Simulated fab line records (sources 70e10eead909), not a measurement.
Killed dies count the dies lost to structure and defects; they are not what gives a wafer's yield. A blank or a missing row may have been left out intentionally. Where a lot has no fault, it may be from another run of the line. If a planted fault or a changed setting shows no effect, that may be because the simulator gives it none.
Which tool is to blame? + flow nand harc + Sampling: 24 lots, 72 wafers, 4 of 1159 route steps

WHAT THE GAUGES READ, wafer by wafer
NHARC_P_ZERO_WELL_INSPECT_43. Usual: raw defect count at 14, with a standard deviation of 6.2.
| lot  | measured    | on                | raw defect count | flag |
|------|-------------|-------------------|------------------|------|
| L074 | day 1 19:42 | defect inspect-02 | 9 16 9           |      |
| L075 | day 2 01:26 | defect inspect-01 | 15 14 8          |      |
| L076 | day 2 07:38 | defect inspect-02 | 14 11 12         |      |
| L077 | day 2 13:30 | defect inspect-01 | 19 10 13         |      |
| L078 | day 2 19:49 | defect inspect-01 | 10 30 11         |      |
| L079 | day 3 01:42 | defect inspect-01 | 14 27 20         |      |
| L080 | day 3 07:41 | defect inspect-01 | 9 9 3            |      |
| L081 | day 3 13:34 | defect inspect-01 | 10 20 11         |      |
| L082 | day 3 19:38 | defect inspect-02 | 14 13 16         |      |
| L083 | day 4 01:36 | defect inspect-01 | 20 15 18         |      |
| L084 | day 4 07:47 | defect inspect-02 | 39 11 29         |      |
| L085 | day 4 13:41 | defect inspect-01 | 14 21 13         |      |
| L086 | day 4 19:42 | defect inspect-01 | 25 11 14         |      |
| L087 | day 5 01:28 | defect inspect-01 | 19 19 8          |      |
| L088 | day 5 07:26 | defect inspect-02 | 5 7 15           |      |
| L089 | day 5 13:33 | defect inspect-02 | 5 15 12          |      |
| L090 | day 5 19:50 | defect inspect-01 | 14 12 13         |      |
| L091 | day 6 01:40 | defect inspect-01 | 10 11 15         |      |
| L092 | day 6 07:44 | defect inspect-01 | 15 23 14         |      |
| L093 | day 6 13:32 | defect inspect-01 | 6 14 16          |      |
| L094 | day 6 19:30 | defect inspect-01 | 19 12 7          |      |
| L095 | day 7 01:40 | defect inspect-02 | 10 12 5          |      |
| L096 | day 7 07:44 | defect inspect-01 | 12 6 6           |      |
| L097 | day 7 13:19 | defect inspect-01 | 14 18 19         |      |

NHARC_P_GATE_CD_MEAS_11: target cd 1640 nm. Usual: cd nm at 1640.9 nm, with a standard deviation of 1.8.
| lot  | measured    | on        | cd nm (nm)           | flag |
|------|-------------|-----------|----------------------|------|
| L074 | day 4 00:58 | cd sem-02 | 1641.0 1640.2 1637.1 |      |
| L075 | day 4 01:08 | cd sem-01 | 1640.0 1641.8 1639.0 |      |
| L076 | day 4 14:35 | cd sem-02 | 1640.6 1639.7 1639.8 |      |
| L077 | day 4 14:25 | cd sem-01 | 1641.2 1640.4 1640.7 |      |
| L078 | day 5 02:26 | cd sem-03 | 1641.0 1643.4 1642.3 |      |
| L079 | day 5 02:28 | cd sem-01 | 1637.7 1638.7 1638.6 |      |
| L080 | day 5 12:34 | cd sem-02 | 1642.6 1642.5 1642.1 |      |
| L081 | day 5 19:07 | cd sem-03 | 1637.3 1638.6 1640.8 |      |
| L082 | day 6 03:20 | cd sem-01 | 1639.4 1640.5 1639.9 |      |
| L083 | day 6 12:38 | cd sem-02 | 1642.9 1642.7 1642.9 |      |
| L084 | day 6 12:28 | cd sem-01 | 1643.6 1643.5 1643.3 |      |
| L085 | day 7 08:19 | cd sem-02 | 1642.2 1640.9 1640.9 |      |
| L086 | day 7 08:28 | cd sem-02 | 1639.0 1637.6 1637.1 |      |
| L087 | day 7 08:16 | cd sem-02 | 1639.7 1639.3 1637.6 |      |
| L088 | day 7 14:23 | cd sem-02 | 1639.0 1640.5 1640.2 |      |
| L089 | day 7 21:16 | cd sem-02 | 1641.7 1641.5 1639.1 |      |
| L090 | day 8 03:02 | cd sem-02 | 1643.3 1642.0 1642.8 |      |
| L091 | day 8 03:01 | cd sem-01 | 1638.8 1639.4 1641.3 |      |
| L092 | day 8 13:32 | cd sem-03 | 1640.2 1641.5 1640.8 |      |
| L093 | day 8 20:15 | cd sem-03 | 1639.8 1641.7 1640.4 |      |
| L094 | day 9 02:29 | cd sem-01 | 1640.5 1644.2 1642.6 |      |
| L095 | day 9 06:58 | cd sem-03 | 1638.8 1636.0 1637.4 |      |
| L096 | day 9 07:08 | cd sem-02 | 1644.3 1641.1 1643.3 |      |
| L097 | day 9 18:59 | cd sem-01 | 1641.5 1640.6 1641.4 |      |

EACH LOT AND THE TOOL THAT RAN IT (in order: tool; ch and the chambers of the sampled wafers; start)
| lot  | NHARC_P_ZERO_WELL_RTA_42        | NHARC_P_STI_DESCUM_14             |
|------|---------------------------------|-----------------------------------|
| L074 | rtp anneal-02 ch 0, day 1 19:01 | rie diel-05 ch 0,1,2, day 2 12:26 |
| L075 | rtp anneal-01 ch 0, day 2 00:58 | rie diel-10 ch 0,2,3, day 2 17:01 |
| L076 | rtp anneal-02 ch 0, day 2 07:10 | rie diel-10 ch 0,1,2, day 3 02:28 |
| L077 | rtp anneal-01 ch 0, day 2 12:49 | rie diel-05 ch 0,1,3, day 3 02:17 |
| L078 | rtp anneal-02 ch 0, day 2 19:28 | rie diel-10 ch 1,2, day 3 13:19   |
| L079 | rtp anneal-02 ch 0, day 3 01:00 | rie diel-05 ch 2,3, day 3 17:09   |
| L080 | rtp anneal-02 ch 0, day 3 07:07 | rie diel-05 ch 1,2,3, day 3 23:08 |
| L081 | rtp anneal-02 ch 0, day 3 12:53 | rie diel-04 ch 1,2,3, day 4 05:13 |
| L082 | rtp anneal-01 ch 0, day 3 18:57 | rie diel-04 ch 1,2,3, day 4 12:50 |
| L083 | rtp anneal-02 ch 0, day 4 00:56 | rie diel-10 ch 0,1,3, day 4 21:31 |
| L084 | rtp anneal-01 ch 0, day 4 07:13 | rie diel-04 ch 0,1,3, day 4 21:38 |
| L085 | rtp anneal-02 ch 0, day 4 13:06 | rie diel-10 ch 0,1,3, day 5 05:40 |
| L086 | rtp anneal-02 ch 0, day 4 19:08 | rie diel-10 ch 2,3, day 5 14:09   |
| L087 | rtp anneal-02 ch 0, day 5 00:46 | rie diel-05 ch 0,1,2, day 5 13:59 |
| L088 | rtp anneal-02 ch 0, day 5 06:46 | rie diel-10 ch 0,1,3, day 5 23:06 |
| L089 | rtp anneal-01 ch 0, day 5 12:59 | rie diel-05 ch 0,3, day 6 06:22   |
| L090 | rtp anneal-01 ch 0, day 5 19:09 | rie diel-04 ch 0,1,3, day 6 11:25 |
| L091 | rtp anneal-02 ch 0, day 6 01:12 | rie diel-10 ch 0,3, day 6 17:17   |
| L092 | rtp anneal-02 ch 0, day 6 07:04 | rie diel-10 ch 0,1,3, day 7 00:26 |
| L093 | rtp anneal-02 ch 0, day 6 12:52 | rie diel-10 ch 1,2,3, day 7 05:59 |
| L094 | rtp anneal-01 ch 0, day 6 18:47 | rie diel-04 ch 0,2,3, day 7 11:29 |
| L095 | rtp anneal-01 ch 0, day 7 01:13 | rie diel-04 ch 0,1, day 7 19:47   |
| L096 | rtp anneal-02 ch 0, day 7 07:03 | rie diel-10 ch 0,2, day 7 19:46   |
| L097 | rtp anneal-02 ch 0, day 7 12:51 | rie diel-04 ch 1,3, day 8 07:59   |
- NHARC_P_ZERO_WELL_RTA_42: time 300 s.
- NHARC_P_STI_DESCUM_14: chemistry O2, time 3 s.

WHAT THE TOOLS THEMSELVES READ (means of the sampled wafers that have a number; where no wafer has one, the mark that the record gives instead)
NHARC_P_ZERO_WELL_RTA_42. Usual: lamp power pct 35.1 %, standard deviation 0.94; lamp_zone_5_pct 35.1 %, standard deviation 0.94; wafer_temp_C_max 1105.1, standard deviation 0.99.
| lot  | tool          | lamp power pct (%) | lamp_zone_5_pct (%) | wafer_temp_C_max | flag |
|------|---------------|--------------------|---------------------|------------------|------|
| L074 | rtp anneal-02 | 35.8               | 35.8                | 1104.8           |      |
| L075 | rtp anneal-01 | 33.8               | 33.8                | 1104.6           |      |
| L076 | rtp anneal-02 | 35.8               | 35.8                | 1105.7           |      |
| L077 | rtp anneal-01 | 33.8               | 33.8                | 1104.6           |      |
| L078 | rtp anneal-02 | 35.8               | 35.8                | 1105.6           |      |
| L079 | rtp anneal-02 | 35.7               | 35.7                | 1106.0           |      |
| L080 | rtp anneal-02 | 35.7               | 35.8                | 1105.9           |      |
| L081 | rtp anneal-02 | 35.8               | 35.8                | 1105.1           |      |
| L082 | rtp anneal-01 | 33.8               | 33.8                | 1104.4           |      |
| L083 | rtp anneal-02 | 35.7               | 35.7                | 1105.1           |      |
| L084 | rtp anneal-01 | 33.8               | 33.8                | 1103.8           |      |
| L085 | rtp anneal-02 | 35.7               | 35.8                | 1106.1           |      |
| L086 | rtp anneal-02 | 35.8               | 35.8                | 1105.3           |      |
| L087 | rtp anneal-02 | 35.7               | 35.7                | 1104.4           |      |
| L088 | rtp anneal-02 | 35.8               | 35.8                | 1105.0           |      |
| L089 | rtp anneal-01 | 33.8               | 33.8                | 1105.1           |      |
| L090 | rtp anneal-01 | 33.7               | 33.7                | 1104.8           |      |
| L091 | rtp anneal-02 | 35.8               | 35.8                | 1104.9           |      |
| L092 | rtp anneal-02 | 35.8               | 35.8                | 1104.9           |      |
| L093 | rtp anneal-02 | 35.8               | 35.8                | 1104.7           |      |
| L094 | rtp anneal-01 | 33.8               | 33.8                | 1104.5           |      |
| L095 | rtp anneal-01 | 33.7               | 33.7                | 1104.5           |      |
| L096 | rtp anneal-02 | 35.8               | 35.8                | 1105.1           |      |
| L097 | rtp anneal-02 | 35.8               | 35.8                | 1104.9           |      |

NHARC_P_STI_DESCUM_14. Usual: drypump motor current A 5.5 A, standard deviation 0.41; mfc ar sccm 0.011 sccm, standard deviation 0.0079; oes product au 0.999 a.u., standard deviation 0.0085; rf vpp V 57.9 V, standard deviation 0.82; showerhead plenum p Torr 1.95 Torr, standard deviation 0.068; throttle valve pct 11.311 %, standard deviation 0.0088.
| lot  | tool        | drypump motor current A (A) | mfc ar sccm (sccm) | oes product au (a.u.) | rf vpp V (V) | showerhead plenum p Torr (Torr) | throttle valve pct (%) | flag |
|------|-------------|-----------------------------|--------------------|-----------------------|--------------|---------------------------------|------------------------|------|
| L074 | rie diel-05 | 5.4                         | 0.012              | 0.999                 | 57.4         | 1.95                            | 11.312                 |      |
| L075 | rie diel-10 | 5.6                         | 0.010              | 0.993                 | 57.1         | 1.95                            | 11.309                 |      |
| L076 | rie diel-10 | 5.4                         | 0.008              | 0.994                 | 58.2         | 1.96                            | 11.319                 |      |
| L077 | rie diel-05 | 5.4                         | 0.006              | 1.009                 | 58.0         | 1.94                            | 11.303                 |      |
| L078 | rie diel-10 | 5.3                         | 0.011              | 0.992                 | 57.3         | 2.00                            | 11.314                 |      |
| L079 | rie diel-05 | 5.5                         | 0.013              | 1.002                 | 57.9         | 1.93                            | 11.307                 |      |
| L080 | rie diel-05 | 5.5                         | 0.012              | 0.994                 | 57.5         | 1.92                            | 11.315                 |      |
| L081 | rie diel-04 | 5.7                         | 0.012              | 1.011                 | 57.6         | 1.92                            | 11.315                 |      |
| L082 | rie diel-04 | 5.7                         | 0.012              | 1.003                 | 57.4         | 1.92                            | 11.311                 |      |
| L083 | rie diel-10 | 5.2                         | 0.007              | 0.996                 | 58.2         | 1.99                            | 11.306                 |      |
| L084 | rie diel-04 | 5.5                         | 0.008              | 0.997                 | 57.8         | 1.90                            | 11.313                 |      |
| L085 | rie diel-10 | 5.2                         | 0.007              | 0.997                 | 57.7         | 1.99                            | 11.305                 |      |
| L086 | rie diel-10 | 5.9                         | 0.016              | 0.999                 | 57.3         | 1.93                            | 11.307                 |      |
| L087 | rie diel-05 | 5.4                         | 0.012              | 1.001                 | 57.8         | 1.95                            | 11.319                 |      |
| L088 | rie diel-10 | 5.2                         | 0.007              | 0.995                 | 58.7         | 1.99                            | 11.310                 |      |
| L089 | rie diel-05 | 5.3                         | 0.000              | 1.000                 | 58.0         | 1.98                            | 11.311                 |      |
| L090 | rie diel-04 | 5.5                         | 0.008              | 1.003                 | 57.7         | 1.90                            | 11.311                 |      |
| L091 | rie diel-10 | 5.3                         | 0.009              | 1.005                 | 58.0         | 1.98                            | 11.300                 |      |
| L092 | rie diel-10 | 5.2                         | 0.007              | 0.996                 | 59.2         | 1.99                            | 11.305                 |      |
| L093 | rie diel-10 | 5.5                         | 0.013              | 0.987                 | 57.4         | 1.98                            | 11.315                 |      |
| L094 | rie diel-04 | 5.4                         | 0.016              | 0.993                 | 58.6         | 1.98                            | 11.310                 |      |
| L095 | rie diel-04 | 5.8                         | 0.005              | 1.001                 | 57.8         | 1.86                            | 11.311                 |      |
| L096 | rie diel-10 | 5.9                         | 0.012              | 0.994                 | 58.5         | 1.91                            | 11.311                 |      |
| L097 | rie diel-04 | 5.6                         | 0.007              | 0.999                 | 57.9         | 1.87                            | 11.312                 |      |

THE ANSWER, worked out from the rows above alone
Rule: take the mean of a lot's wafers that have a number; if it is more than 3 standard deviations from the usual mean, the lot is off. Also off: a lot with no number at a reading for which 4 or more lots have one. Any other lot the step has rows for is counted as sound. Order of review: gauges by route order, followed by the tools' own readings, for which a lot's mean as printed above is used. The first step at which some lot is off is used, and at that step the reading that is off furthest; a lot without a number counts as furthest.
Nothing can be told from this: no lot is off at any reading shown.

WHAT WAS PUT IN BY THE SIMULATOR
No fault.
